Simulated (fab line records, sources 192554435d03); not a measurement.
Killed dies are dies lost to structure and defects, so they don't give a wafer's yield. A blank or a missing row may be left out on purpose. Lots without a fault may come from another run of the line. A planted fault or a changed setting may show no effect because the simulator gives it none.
A struck lot beside a sound one | flow n5_finfet | 15 steps out of a route of 1938
Sound: wafers L233.1, L233.2, L233.6. Struck: wafers L239.3, L239.4, L239.6. The cause comes at the end.
At each step with rows: each side's tool, then ch and its chambers, then its first start. Under that, the readings that differ: sound wafers | struck wafers | difference of the means | sigmas: that difference in standard deviations of wafers without a fault.
alike: readings whose means differ by less than 2 such deviations, and words and numbers that are the same on both sides. not compared: withheld readings, readings that some wafer has no value for, bounds like >300 that may hide the same value, and numbers for which the record gives no deviation and whose values overlap.
The two part at a step that has a row with sigmas, a row that says differs or no value, or rows on one side only. Numbers that don't overlap but have no deviation are shown without sigmas and don't part them. A reading that every wafer of one side lacks parts them only if that side has two wafers or more.

first, 4 steps without rows for these wafers: N5_SD_EPI_N_WET_ETCH_43 (etches SiO2 in dHF, time 14 s, target depth 1.5 nm); N5_SD_EPI_N_STRIP_18 (strips in SPM, time 750 s); N5_SD_EPI_N_SRD_20 (time 30 s); N5_SD_EPI_N_PRECLEAN_48 (cleans in NF3:NH3, afs cycles 2, time 20 s, sublimation time 60 s).
N5_SD_EPI_N_VAPOR_ETCH_50: etches Si in HCl, time 54 s.
  sound on epi_rpcvd-03 ch 0, day 3 03:10; struck on epi_rpcvd-04 ch 0, day 4 13:03
  reading                | sound          | struck         | difference | sigmas
  throttle_valve_pct (%) | 11.3 11.2 11.5 | 12.6 12.6 12.4 | +1.2       | +3
  alike: chamber_pressure_Torr
then, 1 step without rows for these wafers: N5_SD_EPI_N_EPI_21 (deposits Si:P, time 690 s).
N5_SD_EPI_N_EPI_MEAS_23:
  sound on film_metro-02, day 3 05:41; struck on film_metro-02, day 4 14:53
  alike: thk_nm
then, 3 steps without rows for these wafers: N5_SD_EPI_N_PRECLEAN_24 (cleans in O3/DIW, time 60 s); N5_SD_EPI_N_SRD_25 (time 30 s); N5_SD_EPI_N_PRECLEAN_49 (cleans in NF3:NH3, afs cycles 1, time 20 s, sublimation time 60 s).
N5_SD_EPI_N_LINER_46: material SiNx, target thk 3 nm.
  sound on ald_sin-01 ch 0,2, day 3 06:00; struck on ald_sin-01 ch 1,2,3, day 4 15:14
  alike: chamber_pressure_Torr, heater_power_w
N5_SD_EPI_N_INSPECT_26: inspects for defects (darkfield).
  sound on defect_inspect-01, day 3 06:15; struck on defect_inspect-02, day 4 15:29
  alike: raw_defect_count
N5_SD_EPI_P_COAT_34: time 60 s, resist thk 350 nm.
  sound on litho_track-05 ch 0, day 3 06:17; struck on litho_track-05 ch 0, day 4 15:31
  reading                                   | sound                | struck               | difference | sigmas
  spin_speed_rpm (rpm)                      | 1499.6 1498.7 1498.9 | 1412.2 1412.5 1411.7 | -86.9      | -92
  model.SOC_of_SD_EPI_P_COAT_34.thk_nm (nm) | 350.4 349.4 350.6    | 359.4 359.2 361.2    | +9.8       |
  alike: dispense_pressure_kPa, plate_temp_C
then, 1 step without rows for these wafers: N5_SD_EPI_P_COAT_35 (time 60 s, resist thk 35 nm).
N5_PASSIVATION_PROBE_49:
  the record has rows for the sound wafers here (prober-01, day 13 19:20) and none for the struck ones

WHERE THEY PART
First at N5_SD_EPI_N_VAPOR_ETCH_50; last, within this record, at N5_PASSIVATION_PROBE_49.

WHY: what the simulator had put in
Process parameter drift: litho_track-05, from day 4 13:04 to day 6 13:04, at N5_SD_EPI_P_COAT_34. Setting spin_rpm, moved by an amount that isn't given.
